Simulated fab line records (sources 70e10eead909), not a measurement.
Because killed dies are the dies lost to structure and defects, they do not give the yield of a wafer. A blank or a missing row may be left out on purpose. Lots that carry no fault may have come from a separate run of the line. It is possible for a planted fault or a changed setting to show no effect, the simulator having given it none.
The tool behind it: which one? | flow nand_harc | 6 lots with 18 wafers sampled at 5 steps, on a route of 1159 steps

WHAT THE GAUGES SHOWED, per wafer
NHARC_END_SORT_01.
lot  | measured     | on        | killed_at_array
L510 | day 24 19:25 | prober-01 | 19 22 553
L511 | day 24 19:15 | prober-02 | 51 35 491

TOOL THAT RAN EACH LOT (tool first, then ch and the chambers of the sampled wafers, then the start)
lot  | NHARC_A_CHANNEL_FILL_D1_CMP_10 | NHARC_A_STAIRCASE_ETCH_169         | NHARC_A_STAIRCASE_TRIM_24          | NHARC_A_STAIRCASE_TRIM_26
L505 | cmp-01 ch 0,2, day 11 14:32    | rie_diel-07 ch 1,3, day 11 16:27   | rie_diel-12 ch 1,2, day 11 20:00   | rie_diel-12 ch 0,2, no start
L509 | cmp-02 ch 2,3, day 12 10:25    | rie_diel-11 ch 0,2,3, day 12 12:09 | rie_diel-11 ch 0,1,3, day 12 15:55 | rie_diel-11 ch 0,1, no start
L510 | cmp-02 ch 1,2, day 12 22:17    | rie_diel-12 ch 0,1, day 13 00:01   | rie_diel-11 ch 0,2,3, day 13 03:59 | rie_diel-11 ch 0,1, day 24 19:25 or earlier
L511 | cmp-01 ch 1,2,3, day 13 08:35  | rie_diel-11 ch 0,1,3, day 13 10:59 | rie_diel-11 ch 0,2,3, day 13 14:24 | rie_diel-11 ch 1,3, day 24 19:15 or earlier
L522 | cmp-01 ch 0,1,3, day 15 15:59  | rie_diel-12 ch 0,2,3, day 15 17:59 | rie_diel-07 ch 1,2,3, day 15 21:17 | rie_diel-07 ch 0,1,3, no start
L524 | cmp-02 ch 0,1,3, day 17 01:52  | rie_diel-07 ch 0,1,2, day 17 03:30 | rie_diel-11 ch 1,2,3, day 17 07:50 | rie_diel-11 ch 0,1,2, no start
- NHARC_A_CHANNEL_FILL_D1_CMP_10: polishes, target thk 150 nm.
- NHARC_A_STAIRCASE_ETCH_169: etches the open film in CH3F/O2, target depth 50 nm, time 107.1 s.
- NHARC_A_STAIRCASE_TRIM_24: chemistry O2, time 211.2 s.
- NHARC_A_STAIRCASE_TRIM_26: chemistry O2, time 211.2 s.

THE ANSWER, worked out from the rows above alone
Rule: the lots themselves supply what counts as usual. The widest of any qualifying gaps counts: lots, ordered by their means at a reading, are off when they make up no more than a third of the lots, leave a main group of 4 or more, and stand apart from it by 3 or more times the standard deviation of that group's means. A main group whose means are all the same, to the digits that the tables above print for the reading, isn't used. Also off: a lot with no number at a reading for which 4 or more lots have one. All remaining lots with rows at the step are treated as sound.
Across all readings shown, no lot is off: no conclusion can be drawn from this.

WHAT HAD BEEN PUT IN BY THE SIMULATOR
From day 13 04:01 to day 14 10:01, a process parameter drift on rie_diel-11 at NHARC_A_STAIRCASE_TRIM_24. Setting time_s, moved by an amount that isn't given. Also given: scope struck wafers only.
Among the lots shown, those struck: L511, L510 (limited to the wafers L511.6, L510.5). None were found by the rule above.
